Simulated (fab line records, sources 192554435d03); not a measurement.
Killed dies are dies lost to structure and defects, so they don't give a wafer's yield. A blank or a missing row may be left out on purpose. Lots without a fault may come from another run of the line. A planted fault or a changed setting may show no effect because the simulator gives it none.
Problem report in the 8D (eight disciplines) form, filled by code | flow n5_finfet | the parts of the form that need people (team, actions taken, sign-off) are left out
Where a reading is given only as a bound, like >300, the bound stands for it, and a mean or a difference that rests on one is marked > or <: the true number lies beyond.

1. THE PROBLEM
raw_defect_count at N5_DUMMY_GATE_INSPECT_27 reads a mean of 909 on 6 wafers of 2 lots; wafers without a fault read 299 with a standard deviation of 89. That is +6.9 standard deviations from the usual mean.
The step: inspects for defects (brightfield).
First seen on wafer L111.2, day 7 18:45, on defect_inspect-02. The record holds 24 wafers of 8 lots with a number at this step. Rule for "out", or "out of limits": more than 4 standard deviations from the usual mean. The other wafers with a number count as sound.

2. WHAT IT IS AND WHAT IT IS NOT
question                    | is                     | is not
which readings at this step | raw_defect_count       | -
which lots                  | L111, L112             | L101, L113, L114, L115, L995, L997
which wafers of those lots  | all that have a number | -
read on which gauges        | defect_inspect-02      | defect_inspect-01
when                        | from day 7 18:45       | up to then (9 sound wafers); but 9 sound wafers of L113, L114, L115 came after

3. SUSPECTS, AND WHAT RULES EACH OUT
Counting: a tool at a process step up to the reading stays a suspect if it ran every lot that is out and no sound lot after the first of them.
- the gauge at N5_DUMMY_GATE_INSPECT_27: kept. All the wafers that are out were read on defect_inspect-02, and no step on other tools shows them out.
- rie_si-06 at N5_DUMMY_GATE_TRIM_49 (chemistry O2, time 29 s, target cd 14 nm): ruled out as a lasting fault. Sound lots L113 ran on it after its first lot that is out, L111 (day 7 17:37).
- rie_si-03 at N5_DUMMY_GATE_ETCH_32 (etches SiO2 in CF4, target depth 3.5 nm, time 3.9 s): kept. It ran every lot that is out, first L111 (day 7 18:11), and no sound lot after that; its last sound lot up to then is L101 (day 5 04:20).
- rie_si-03 at N5_DUMMY_GATE_ETCH_44 (etches poly-Si in HBr/O2, stops on SiO2, target depth 127.5 nm): kept. It ran every lot that is out, first L111 (day 7 18:16), and no sound lot after that; its last sound lot up to then is L101 (day 5 04:26).
Left after counting: rie_si-03 at N5_DUMMY_GATE_ETCH_32, rie_si-03 at N5_DUMMY_GATE_ETCH_44, defect_inspect-02 at N5_DUMMY_GATE_INSPECT_27.

4. THE CAUSE (what the simulator had put in)
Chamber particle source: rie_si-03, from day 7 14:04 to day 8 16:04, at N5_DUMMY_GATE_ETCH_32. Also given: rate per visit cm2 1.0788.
Counting left 3 suspects, and this tool is among them.

5. THE CHAIN OF EFFECTS, in route order
Each row: a reading whose mean over the struck wafers that have a number lies more than 3 standard deviations from the usual. Only readings for which the record gives a usual standard deviation are gone through. hours: the time from each lot's start at the first step in this table that gives one to its start at this step, as a median over the lots. sigmas: the change in usual standard deviations.
hours | step                     | reading              | usual  | on struck wafers | change | sigmas
0     | N5_DUMMY_GATE_INSPECT_27 | raw_defect_count     | 299    | 909              | +610   | +6.9
1     | N5_SPACER0_INSPECT_04    | raw_defect_count     | 140    | 820              | +680   | +21
1     | N5_SD_EPI_N_INSPECT_11   | raw_defect_count     | 1.9    | >300             | >+298  | +99 or more
10    | N5_SD_EPI_P_INSPECT_26   | raw_defect_count     | 183    | 839              | +656   | +17
234   | N5_PASSIVATION_PROBE_49  | defect_limited_yield | 91.2 % | 84.2             | -7.0   | -5.4
234   | N5_PASSIVATION_PROBE_49  | killed_at_front_end  | 41     | 136              | +95    | +7.9
234   | N5_PASSIVATION_PROBE_49  | killed_dies          | 104    | 186              | +82    | +5.1
234   | N5_PASSIVATION_PROBE_49  | sort_bin_5_function  | 5.1 %  | 9.7              | +4.6   | +5.3
234   | N5_PASSIVATION_PROBE_49  | sort_n_pass          | 1076   | 994              | -82    | -5.1
234   | N5_PASSIVATION_PROBE_49  | sort_yield_pct       | 91.2 % | 84.2             | -7.0   | -5.4
The process steps in it:
- N5_PASSIVATION_PROBE_49
Later measuring or inspecting steps at which every struck wafer that the step has a row for has a number for every such reading, and none has moved that far: N5_BEOL_M4_RC_MEAS_101.

6. WHAT WOULD HAVE CAUGHT IT SOONER
In this record the first reading out of limits at a measuring or inspecting step was taken at day 7 18:45, 5 hours after the fault began at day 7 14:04.
Of the tool readings at N5_DUMMY_GATE_ETCH_32 for which the record gives a usual standard deviation, none was out on any struck wafer, so an alarm limit of 4 standard deviations on them would not have fired.
Of the lots that are out (2), L112 began N5_DUMMY_GATE_ETCH_32 on rie_si-03 after day 7 18:45. A hold on the tool at that time would have spared it.
